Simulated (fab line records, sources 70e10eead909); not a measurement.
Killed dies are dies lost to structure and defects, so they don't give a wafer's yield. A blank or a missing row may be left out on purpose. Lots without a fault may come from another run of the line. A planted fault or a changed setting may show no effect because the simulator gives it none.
Chamber matching | flow nand_harc | NHARC_A_CONTACT_ETCH_90 on rie_diel-02: 4 sister chambers
The step etches the open film in CH3F/O2, target depth 40 nm, time 85.7 s. 8 wafers are shown with their chamber, then 9 later ones without.

WAFERS WITH THEIR CHAMBER
wafer  | chamber | drypump_motor_current_A (A) | throttle_valve_pct (%)
L079.4 | 3       | 6.4                         | 20.660
L079.6 | 1       | 5.8                         | 20.668
L085.1 | 0       | 4.9                         | 20.641
L085.2 | 2       | 5.2                         | 20.670
L085.6 | 3       | 6.5                         | 20.664
L088.1 | 0       | 4.9                         | 20.657
L088.2 | 2       | 5.2                         | 20.674
L088.3 | 1       | 5.8                         | 20.663

WAFERS WITHOUT THEIR CHAMBER
wafer  | drypump_motor_current_A (A) | throttle_valve_pct (%)
L090.1 | 5.8                         | 20.660
L090.2 | 6.4                         | 20.676
L090.5 | 4.9                         | 20.648
L093.3 | 5.2                         | 20.661
L093.4 | 4.9                         | 20.659
L093.5 | 4.9                         | 20.667
L095.1 | 5.2                         | 20.676
L095.2 | 5.8                         | 20.662
L095.3 | 4.9                         | 20.666

WHICH CHAMBER EACH WENT THROUGH
wafer  | from the rows above | in truth
L090.1 | 1                   | 1
L090.2 | 3                   | 3
L090.5 | 0                   | 0
L093.3 | 2                   | 2
L093.4 | 0                   | 0
L093.5 | 0                   | 0
L095.1 | 2                   | 2
L095.2 | 1                   | 1
L095.3 | 0                   | 0
Placed correctly: 9 of 9. Can't be placed from these rows: 0. Placed wrongly: 0.
How it was worked out, from the rows above alone: a wafer's distance from a chamber is the root of the sum, over the readings, of the square of ((its reading less the chamber's mean) divided by the reading's scatter). The wafer belongs to the nearest chamber; if the next one is less than 2 further off, it can't be placed. A chamber's mean is the mean of its shown wafers. The scatter: the root of (the sum of the squares of (reading less its chamber's mean) over the shown wafers, divided by (wafers less chambers)).
